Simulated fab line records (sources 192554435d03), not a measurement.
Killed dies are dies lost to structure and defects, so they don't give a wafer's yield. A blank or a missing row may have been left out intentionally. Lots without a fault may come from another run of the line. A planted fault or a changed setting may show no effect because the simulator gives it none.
Split-lot experiment / flow n5Finfet / 21 wafers read from 7 lots, route of 1938 steps

SPLIT DETAILS
At N5_BEOL_M5_ETCH_72 (etches underlayer in N2/H2, target depth 6.5 nm, time 5.2 s), the setting biasW was moved away from the recipe's 150 W on 4 of the 21 wafers read, by -11.3% to +16.7%. For the rest of the wafers, this setting stayed at what the recipe calls for.

The reading comes from the split's own step.

THE READING
rfVppV, in V, at N5_BEOL_M5_ETCH_72 (etches underlayer in N2/H2, target depth 6.5 nm, time 5.2 s). Fault-free wafers of this fab line usually give 524.6 V, standard deviation 2.8 V.

wafer=L079.1; tool, chamber at the split=rieDiel-06, 3; biasW as run, W=150; against the recipe=recipe; rfVppV, V=526.8; against lot-mates on the recipe=-
wafer=L079.2; tool, chamber at the split=rieDiel-06, 1; biasW as run, W=150; against the recipe=recipe; rfVppV, V=525.1; against lot-mates on the recipe=-
wafer=L079.5; tool, chamber at the split=rieDiel-06, 1; biasW as run, W=150; against the recipe=recipe; rfVppV, V=525.1; against lot-mates on the recipe=-
wafer=L081.2; tool, chamber at the split=rieDiel-02, 3; biasW as run, W=150; against the recipe=recipe; rfVppV, V=529.9; against lot-mates on the recipe=-
wafer=L081.3; tool, chamber at the split=rieDiel-02, 2; biasW as run, W=150; against the recipe=recipe; rfVppV, V=520.0; against lot-mates on the recipe=-
wafer=L081.6; tool, chamber at the split=rieDiel-02, 0; biasW as run, W=150; against the recipe=recipe; rfVppV, V=529.5; against lot-mates on the recipe=-
wafer=L083.4; tool, chamber at the split=rieDiel-06, 0; biasW as run, W=134.6; against the recipe=-10.3%; rfVppV, V=487.0; against lot-mates on the recipe=-40.8
wafer=L083.5; tool, chamber at the split=rieDiel-06, 3; biasW as run, W=150; against the recipe=recipe; rfVppV, V=528.8; against lot-mates on the recipe=-
wafer=L083.6; tool, chamber at the split=rieDiel-06, 2; biasW as run, W=150; against the recipe=recipe; rfVppV, V=526.8; against lot-mates on the recipe=-
wafer=L089.1; tool, chamber at the split=rieDiel-03, 2; biasW as run, W=150; against the recipe=recipe; rfVppV, V=521.8; against lot-mates on the recipe=-
wafer=L089.4; tool, chamber at the split=rieDiel-03, 1; biasW as run, W=150; against the recipe=recipe; rfVppV, V=527.4; against lot-mates on the recipe=-
wafer=L089.6; tool, chamber at the split=rieDiel-03, 1; biasW as run, W=133; against the recipe=-11.3%; rfVppV, V=488.3; against lot-mates on the recipe=-36.3
wafer=L091.1; tool, chamber at the split=rieDiel-02, 3; biasW as run, W=150; against the recipe=recipe; rfVppV, V=526.6; against lot-mates on the recipe=-
wafer=L091.3; tool, chamber at the split=rieDiel-02, 2; biasW as run, W=150; against the recipe=recipe; rfVppV, V=519.0; against lot-mates on the recipe=-
wafer=L091.4; tool, chamber at the split=rieDiel-02, 0; biasW as run, W=150; against the recipe=recipe; rfVppV, V=528.8; against lot-mates on the recipe=-
wafer=L094.1; tool, chamber at the split=rieDiel-02, 3; biasW as run, W=150; against the recipe=recipe; rfVppV, V=524.9; against lot-mates on the recipe=-
wafer=L094.4; tool, chamber at the split=rieDiel-02, 0; biasW as run, W=150; against the recipe=recipe; rfVppV, V=527.4; against lot-mates on the recipe=-
wafer=L094.6; tool, chamber at the split=rieDiel-02, 2; biasW as run, W=150; against the recipe=recipe; rfVppV, V=519.3; against lot-mates on the recipe=-
wafer=L095.1; tool, chamber at the split=rieDiel-06, 0; biasW as run, W=175.1; against the recipe=+16.7%; rfVppV, V=578.2; against lot-mates on the recipe=+51.4
wafer=L095.3; tool, chamber at the split=rieDiel-06, 2; biasW as run, W=150; against the recipe=recipe; rfVppV, V=526.8; against lot-mates on the recipe=-
wafer=L095.6; tool, chamber at the split=rieDiel-06, 2; biasW as run, W=175.1; against the recipe=+16.7%; rfVppV, V=577.4; against lot-mates on the recipe=+50.6

THE FIT
A straight line over all 21 wafers: rfVppV changes by +3.24 V for each +1% of biasW; r = +0.99; the points scatter about the line by 3.5 V.
The same after taking each lot's own level away (the mean of its wafers on the recipe; 21 wafers): +3.21 V for each +1%; r = +0.99; scatter 3.5 V.
Per that fit: largest biasW move, reading shift of 54 V.
The span of the lots' own levels, 523.87 to 527.80 V, comes to 1.4 times the standard deviation stated above.
So the lot-to-lot level changes the slope little: the two slopes agree.
Check: +54 V against its lot-mates is what the line predicts for one of the wafers moved furthest among these (+16.7%) when that wafer is left out of the fit. Against them it came out at +51.4 V.
Tool readings at the split's step, against how far the setting was moved: rfVppV r = +0.99.

THE OTHER SPLITS THESE WAFERS WENT THROUGH
Note: prior to the reading, these wafers also went through further splits. Each is held against what the fit with the lots' levels taken away leaves over:
other split on the same wafers=N5_BEOL_M4_EXPOSE_08 doseMj; wafers away from the commonest value=7; r with rfVppV (lot level and that fit taken away)=-0.16
other split on the same wafers=N5_BEOL_M4_ETCH_64 biasW; wafers away from the commonest value=8; r with rfVppV (lot level and that fit taken away)=+0.18
other split on the same wafers=N5_BEOL_M5_COAT_05 spinRpm; wafers away from the commonest value=8; r with rfVppV (lot level and that fit taken away)=+0.00

THE FILE'S OWN FIT
rfVppV changes by +3.28 V for each +1% of biasW, r = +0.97.
